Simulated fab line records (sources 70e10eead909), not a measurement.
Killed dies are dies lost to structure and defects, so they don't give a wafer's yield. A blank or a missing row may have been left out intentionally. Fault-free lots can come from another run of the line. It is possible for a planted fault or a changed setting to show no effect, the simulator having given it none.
Which of the tools did it? | flow nand harc | 14 lots, 41 wafers sampled, at 4 steps of a route of 1159

== WHAT THE GAUGES SHOWED, per wafer ==
NHARC_THIN_TSV_CD_MEAS_37.
lot  | measured     | on        | cd nm (nm)
L979 | day 19 12:52 | cd sem-01 | 4998 4996 5001
L980 | day 19 13:46 | cd sem-01 | 5001 5000 5005
L981 | day 19 15:01 | cd sem-02 | 5002 5002 5000
L982 | day 20 00:23 | cd sem-02 | 4994 4994 4996
L983 | day 20 12:21 | cd sem-02 | 5003 5005 4998
L987 | day 20 19:43 | cd sem-03 | 5000 5006
L992 | day 21 18:01 | cd sem-02 | 5002 5003 5008
L993 | day 21 19:46 | cd sem-02 | 4998 4998 5000
L995 | day 22 23:16 | cd sem-03 | 5002 4998 5003
L994 | day 23 00:41 | cd sem-01 | 4998 4996 4999
L996 | day 23 01:40 | cd sem-01 | 4998 4997 4998
L999 | day 23 11:08 | cd sem-03 | 5001 4999 5000
L100 | day 23 21:08 | cd sem-02 | 5000 4999 5005
L102 | day 25 08:44 | cd sem-01 | 4996 5001 4999

== WHAT TOOL EACH LOT RAN ON (gives the tool, then ch and the chambers of the sampled wafers, and finally the start) ==
lot  | NHARC_THIN_TSV_PVD_19                   | NHARC_THIN_TSV_PVD_51                   | NHARC_THIN_TSV_ETCH_59
L979 | pvd sputter-02, day 19 11:43 or earlier | pvd sputter-02, day 19 11:43 or earlier | rie metal-03 ch 0,1, day 19 11:43
L980 | pvd sputter-03, day 19 12:39 or earlier | pvd sputter-03, day 19 12:39 or earlier | rie metal-01 ch 1, day 19 12:39
L981 | pvd sputter-03, day 19 13:52 or earlier | pvd sputter-03, day 19 13:52 or earlier | rie metal-02 ch 0,1, day 19 13:52
L982 | pvd sputter-02, day 19 22:43 or earlier | pvd sputter-02, day 19 22:43 or earlier | rie metal-02 ch 0,1, day 19 22:43
L983 | pvd sputter-01, day 20 11:14 or earlier | pvd sputter-01, day 20 11:14 or earlier | rie metal-02 ch 0,1, day 20 11:14
L987 | pvd sputter-02, day 20 18:33 or earlier | pvd sputter-02, day 20 18:33 or earlier | rie metal-02 ch 1, day 20 18:33
L992 | pvd sputter-02, day 21 16:52 or earlier | pvd sputter-02, day 21 16:52 or earlier | rie metal-03 ch 1, day 21 16:52
L993 | pvd sputter-01, day 21 18:38 or earlier | pvd sputter-01, day 21 18:38 or earlier | rie metal-01 ch 0,1, day 21 18:38
L995 | pvd sputter-03, day 22 22:10 or earlier | pvd sputter-03, day 22 22:10 or earlier | rie metal-03 ch 0,1, day 22 22:10
L994 | pvd sputter-02, day 22 23:27 or earlier | pvd sputter-02, day 22 23:27 or earlier | rie metal-01 ch 0,1, day 22 23:27
L996 | pvd sputter-03, day 23 00:26 or earlier | pvd sputter-03, day 23 00:26 or earlier | rie metal-01 ch 0,1, day 23 00:26
L999 | pvd sputter-02, day 23 09:58 or earlier | pvd sputter-02, day 23 09:58 or earlier | rie metal-02 ch 1, day 23 09:58
L100 | pvd sputter-01, day 23 20:05 or earlier | pvd sputter-01, day 23 20:05 or earlier | rie metal-03 ch 0,1, day 23 20:05
L102 | pvd sputter-02, day 25 07:37 or earlier | pvd sputter-02, day 25 07:37 or earlier | rie metal-01 ch 0,1, day 25 07:37
- NHARC_THIN_TSV_PVD_19: deposits TaN, target thk 20 nm.
- NHARC_THIN_TSV_PVD_51: deposits Cu, target thk 100 nm.
- NHARC_THIN_TSV_ETCH_59: etches the open film in Cl2/BCl3, target depth 880 nm, time 138.1 s.

== AS READ BY THE TOOLS THEMSELVES (means over the sampled wafers that have a number; for cases with no such wafer, the mark the record gives instead) ==
NHARC_THIN_TSV_PVD_19.
lot  | tool           | throttle valve pct (%)
L979 | pvd sputter-02 | 30.2
L980 | pvd sputter-03 | 30.1
L981 | pvd sputter-03 | 30.2
L982 | pvd sputter-02 | 29.9
L983 | pvd sputter-01 | 30.5
L987 | pvd sputter-02 | 29.9
L992 | pvd sputter-02 | 30.0
L993 | pvd sputter-01 | 30.5
L995 | pvd sputter-03 | 30.3
L994 | pvd sputter-02 | 30.0
L996 | pvd sputter-03 | 29.5
L999 | pvd sputter-02 | 30.0
L100 | pvd sputter-01 | 30.2
L102 | pvd sputter-02 | 30.0

NHARC_THIN_TSV_PVD_51.
lot  | tool           | throttle valve pct (%)
L979 | pvd sputter-02 | 29.8
L980 | pvd sputter-03 | 29.9
L981 | pvd sputter-03 | 29.9
L982 | pvd sputter-02 | 30.3
L983 | pvd sputter-01 | 30.2
L987 | pvd sputter-02 | 30.2
L992 | pvd sputter-02 | 30.7
L993 | pvd sputter-01 | 30.5
L995 | pvd sputter-03 | 29.5
L994 | pvd sputter-02 | 29.7
L996 | pvd sputter-03 | 30.0
L999 | pvd sputter-02 | 29.8
L100 | pvd sputter-01 | 30.0
L102 | pvd sputter-02 | 30.5

NHARC_THIN_TSV_ETCH_59.
lot  | tool         | drypump motor current A (A) | he backside leak sccm (sccm) | mfc cl2 sccm (sccm) | oes product au (a.u.) | run length s (s) | throttle valve pct (%)
L979 | rie metal-03 | 6.3                         | 3.5                          | 60.07               | 0.995                 | 159.31           | 22.266
L980 | rie metal-01 | 5.6                         | 3.4                          | 59.92               | 1.012                 | 159.60           | 22.262
L981 | rie metal-02 | 5.6                         | 3.4                          | 60.05               | 0.996                 | 159.55           | 22.265
L982 | rie metal-02 | 5.6                         | 3.5                          | 59.80               | 0.997                 | 159.48           | 22.265
L983 | rie metal-02 | 5.4                         | 3.2                          | 60.16               | 0.995                 | 154.90           | 22.260
L987 | rie metal-02 | 5.8                         | 3.5                          | 60.23               | 0.999                 | 152.93           | 22.260
L992 | rie metal-03 | 5.9                         | 3.7                          | 60.00               | 0.999                 | 159.51           | 22.265
L993 | rie metal-01 | 5.9                         | 3.2                          | 60.12               | 1.007                 | 159.82           | 22.267
L995 | rie metal-03 | 6.3                         | 4.1                          | 60.13               | 0.998                 | 159.28           | 22.269
L994 | rie metal-01 | 5.7                         | 3.5                          | 60.19               | 1.003                 | 159.63           | 22.253
L996 | rie metal-01 | 5.7                         | 3.4                          | 59.99               | 0.999                 | 159.94           | 22.266
L999 | rie metal-02 | 5.9                         | 3.4                          | 59.98               | 0.991                 | 159.63           | 22.263
L100 | rie metal-03 | 6.3                         | 3.3                          | 60.11               | 1.000                 | 159.19           | 22.259
L102 | rie metal-01 | 5.7                         | 3.3                          | 59.93               | 1.000                 | 159.95           | 22.267

== THE ANSWER, worked out from the rows above alone ==
Rule: the lots themselves supply what counts as usual. Put in order of their means at a reading, lots are off if they are a third of the lots or fewer, leave a main group of 4 or more, and stand apart from it by a gap of 3 or more times the standard deviation of the main group's means; of several such gaps the widest counts. Not used: any main group whose means are identical at the precision the tables above print for the reading. A lot without any number at a reading at which 4 lots or more have one is off too. Where the step has rows for the other lots, those lots are counted as sound. First the gauges in route order, then the tools' own readings, where a lot's mean is used as printed above. At the first step where some lot is off, the reading lying furthest off is the one used; lots without a number count as furthest.
Off, at NHARC_THIN_TSV_ETCH_59 on run length s: L983, L987. For the main group the mean is 159.57 s and the standard deviation 0.23.
A tool fits if, at that step or a process step before it, it ran every lot that is off, and no sound lot after the first of them. Because NHARC_THIN_TSV_PVD_19 lacks a start for some lots, the hours and order of its lots are taken from NHARC_THIN_TSV_ETCH_59. Because NHARC_THIN_TSV_PVD_51 lacks a start for some lots, the hours and order of its lots are taken from NHARC_THIN_TSV_ETCH_59. No candidate that was tried fits.

== WHAT THE SIMULATOR HAD PUT IN ==
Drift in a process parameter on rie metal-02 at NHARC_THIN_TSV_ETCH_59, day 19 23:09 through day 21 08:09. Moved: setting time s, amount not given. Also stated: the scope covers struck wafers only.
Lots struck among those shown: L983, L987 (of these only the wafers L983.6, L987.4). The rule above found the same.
